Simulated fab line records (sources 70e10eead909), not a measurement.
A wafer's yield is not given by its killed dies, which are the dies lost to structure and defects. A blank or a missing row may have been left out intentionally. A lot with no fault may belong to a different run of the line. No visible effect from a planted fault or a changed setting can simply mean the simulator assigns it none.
Code-filled problem report in 8D (eight disciplines) form / flow nand harc / the parts of the form that need people (team, actions taken, sign-off) are left out

## 1. THE ISSUE
Across 9 wafers from 3 lots, VT_DECK1_TOP_INNER at NHARC_END_WLT_00 averages 0.971, while fault-free wafers read 0.896 with a standard deviation of 0.0063. That is +12 standard deviations from the usual mean.
First observed at day 32 04:26: wafer L368.1, on prober-01. At this step, 27 wafers from 9 lots have a number in the record. Rule for "out" (also "out of limits"): further than 4 standard deviations from the usual mean. All remaining wafers that have a number are taken as sound.

## 2. WHAT IT IS; WHAT IT IS NOT
question=which readings at this step | is=VT_DECK1_TOP_INNER, VT_DECK1_BOTTOM, VT_DECK1_BOTTOM_INNER, VT_DECK1_MEDIAN_NEAR_BOTTOM, VT_DECK1_MEDIAN_NEAR_BOTTOM_INNER, VT_DECK1_MIDDLE, VT_DECK1_MIDDLE_INNER, VT_DECK1_TOP | is not=VT_DECK2_BOTTOM, VT_DECK2_BOTTOM_INNER, VT_DECK2_MEDIAN_NEAR_BOTTOM, VT_DECK2_MEDIAN_NEAR_BOTTOM_INNER, VT_DECK2_MIDDLE, VT_DECK2_MIDDLE_INNER, VT_DECK2_TOP
question=which lots | is=L368, L369, L371 | is not=L353, L358, L360, L361, L364, L372
question=which wafers of those lots | is=all that have a number | is not=-
question=read on which gauges | is=prober-01, prober-02 | is not=-
question=when | is=from day 32 04:26 | is not=up to then (15 sound wafers); but 3 sound wafers of L372 came after

## 3. THE SUSPECTS, EACH WITH WHAT RULES IT OUT
Counting: any tool at a process step up to the reading is kept as a suspect provided that every lot that is out went through it and no sound lot did after the first of them.
- the gauge at NHARC_END_WLT_00 has been ruled out. 2 gauges (prober-01, prober-02) read the wafers that are out.
- lpcvd poly-01 at NHARC_A_CHANNEL_FILL_D1_CVD_05 (deposits poly-Si, target thk 5 nm): kept. All lots that are out passed through it, beginning with L368 at day 17 17:29, and no sound lot followed; its final sound lot before that point was L360 at day 14 13:20. Its own readings are out on those wafers: spike tc centre C, spike tc lower C, spike tc top C, spike tc upper C.
After counting, what remains is lpcvd poly-01 at NHARC_A_CHANNEL_FILL_D1_CVD_05.

## 4. THE CAUSE (what the simulator had put in)
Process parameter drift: lpcvd poly-01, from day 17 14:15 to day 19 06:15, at NHARC_A_CHANNEL_FILL_D1_CVD_05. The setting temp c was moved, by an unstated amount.
This tool alone remained once counting was done.

## 5. SEQUENCE OF EFFECTS, ordered by route
Each row: a reading whose mean over the struck wafers that have a number lies more than 3 standard deviations from the usual. Scope: only readings with a usual standard deviation given in the record; hours: median across lots of the time from each lot's start at the first step in this table that gives one to its start at this step; sigmas: change in usual standard deviations.
hours=0; step=NHARC_A_CHANNEL_FILL_D1_CVD_05; reading=spike tc centre C; usual=550.4 C; on struck wafers=563.8; change=+13.4; sigmas=+9.6
hours=0; step=NHARC_A_CHANNEL_FILL_D1_CVD_05; reading=spike tc lower C; usual=550.2 C; on struck wafers=561.8; change=+11.6; sigmas=+8.3
hours=0; step=NHARC_A_CHANNEL_FILL_D1_CVD_05; reading=spike tc top C; usual=571.4 C; on struck wafers=582.5; change=+11.1; sigmas=+5.3
hours=0; step=NHARC_A_CHANNEL_FILL_D1_CVD_05; reading=spike tc upper C; usual=549.8 C; on struck wafers=562.1; change=+12.3; sigmas=+8.8
hours=344; step=NHARC_END_WLT_00; reading=VT_DECK1_BOTTOM; usual=0.870; on struck wafers=0.934; change=+0.064; sigmas=+8.1
hours=344; step=NHARC_END_WLT_00; reading=VT_DECK1_BOTTOM_INNER; usual=0.870; on struck wafers=0.931; change=+0.061; sigmas=+8.0
hours=344; step=NHARC_END_WLT_00; reading=VT_DECK1_MEDIAN_NEAR_BOTTOM; usual=0.872; on struck wafers=0.938; change=+0.066; sigmas=+8.7
hours=344; step=NHARC_END_WLT_00; reading=VT_DECK1_MEDIAN_NEAR_BOTTOM_INNER; usual=0.871; on struck wafers=0.935; change=+0.064; sigmas=+8.8
hours=344; step=NHARC_END_WLT_00; reading=VT_DECK1_MIDDLE; usual=0.884; on struck wafers=0.955; change=+0.071; sigmas=+9.4
hours=344; step=NHARC_END_WLT_00; reading=VT_DECK1_MIDDLE_INNER; usual=0.884; on struck wafers=0.954; change=+0.070; sigmas=+11
hours=344; step=NHARC_END_WLT_00; reading=VT_DECK1_TOP; usual=0.896; on struck wafers=0.971; change=+0.075; sigmas=+11
hours=344; step=NHARC_END_WLT_00; reading=VT_DECK1_TOP_INNER; usual=0.896; on struck wafers=0.971; change=+0.075; sigmas=+12
Here are the process steps it includes:
- NHARC_A_CHANNEL_FILL_D1_CVD_05: deposits poly-Si, target thk 5 nm.
Later steps that measure or inspect, where all struck wafers having a row at the step show a number for every such reading and not one has moved that far: NHARC_END_SORT_01.

## 6. HOW IT WOULD HAVE BEEN CAUGHT EARLIER
350 hours passed between the start of the fault at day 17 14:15 and the first reading out of limits at a measuring or inspecting step in this record, taken at day 32 04:26.
Tool's own readings at NHARC_A_CHANNEL_FILL_D1_CVD_05, spike tc centre C, spike tc lower C, spike tc top C, spike tc upper C: out on all struck wafers the step has rows for; an alarm limit on them would have tripped on the first.
Each of the lots that are out, 3 in all, had begun NHARC_A_CHANNEL_FILL_D1_CVD_05 on lpcvd poly-01 no later than day 32 04:26. A hold on the tool at that time would have spared none of them.
